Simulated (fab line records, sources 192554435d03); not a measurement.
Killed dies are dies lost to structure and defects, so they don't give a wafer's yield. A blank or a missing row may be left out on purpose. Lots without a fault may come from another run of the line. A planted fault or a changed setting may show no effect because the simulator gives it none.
One fault seen from 2 desks | flow n5_finfet | each desk has only its own numbers; what lay behind them comes last
Where a reading is given only as a bound, like >300, the bound stands for it, and a mean or a difference that rests on one is marked > or <: the true number lies beyond.

THE DEFECT DESK
What the inspections along the route counted, lot by lot: means of the sampled wafers that have a number. A lot is out of limits, marked OUT, if its mean lies more than 4 standard deviations from the usual mean; the brackets give that distance.
Columns: A = raw_defect_count at N5_HKMG_FIN_INSPECT_14, usual 2.0
lot  | first seen here | A
L748 | day 4 07:13     | 2.7
L749 | day 4 08:49     | 2.7
L752 | day 5 06:59     | 2.7
L754 | day 5 14:32     | 1.7
L755 | day 6 00:25     | 2.7
L761 | day 7 13:54     | 1.0
L762 | day 7 17:23     | >300 (+99 or more) OUT
L763 | day 7 20:49     | >300 (+99 or more) OUT
L767 | day 8 23:14     | 1.7
L768 | day 9 04:56     | 1.7
L769 | day 9 15:49     | 2.0
This desk's finding: out of limits on L762, L763; first on L762, day 7 17:23 (raw_defect_count at N5_HKMG_FIN_INSPECT_14). In limits: L748, L749, L752, L754, L755, L761, L767, L768, L769.

THE TOOL OWNER'S DESK: wet_bench-06
The tool's own readings at N5_HKMG_FIN_WET_ETCH_78 (etches Al2O3 in dNH4OH, stops on La2O3, target depth 4.5 nm, rinse time 30 s): means of the sampled wafers that have a number, for each lot that ran on this tool. A lot is out of limits, marked OUT, if its mean lies more than 4 standard deviations from the usual mean; the brackets give that distance.
Columns: A = rinse_temp_c at N5_HKMG_FIN_WET_ETCH_78, usual 23.00 C
lot  | first seen here | A
L749 | day 4 06:54     | 22.98
L752 | day 5 04:58     | 23.07
L754 | day 5 12:14     | 22.97
L755 | day 5 22:30     | 23.09
L762 | day 7 15:04     | 22.95
L763 | day 7 18:52     | 23.00
This desk's finding: nothing out of limits on any of the 6 lots.

PUT TOGETHER
The defect desk could have raised an alarm at day 7 17:23, on L762, L763.
The tool owner's desk saw nothing out of limits.
The tool owner's desk has L762, L763 on record, within its limits.
Of the lots named, all ran N5_HKMG_FIN_WET_ETCH_78 on wet_bench-06.

WHAT THE SIMULATOR HAD PUT IN
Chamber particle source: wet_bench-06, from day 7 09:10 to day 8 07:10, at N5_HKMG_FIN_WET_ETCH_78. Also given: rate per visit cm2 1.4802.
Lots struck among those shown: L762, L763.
Hours from the fault's start to each desk's first reading out of limits: the defect desk, 8.
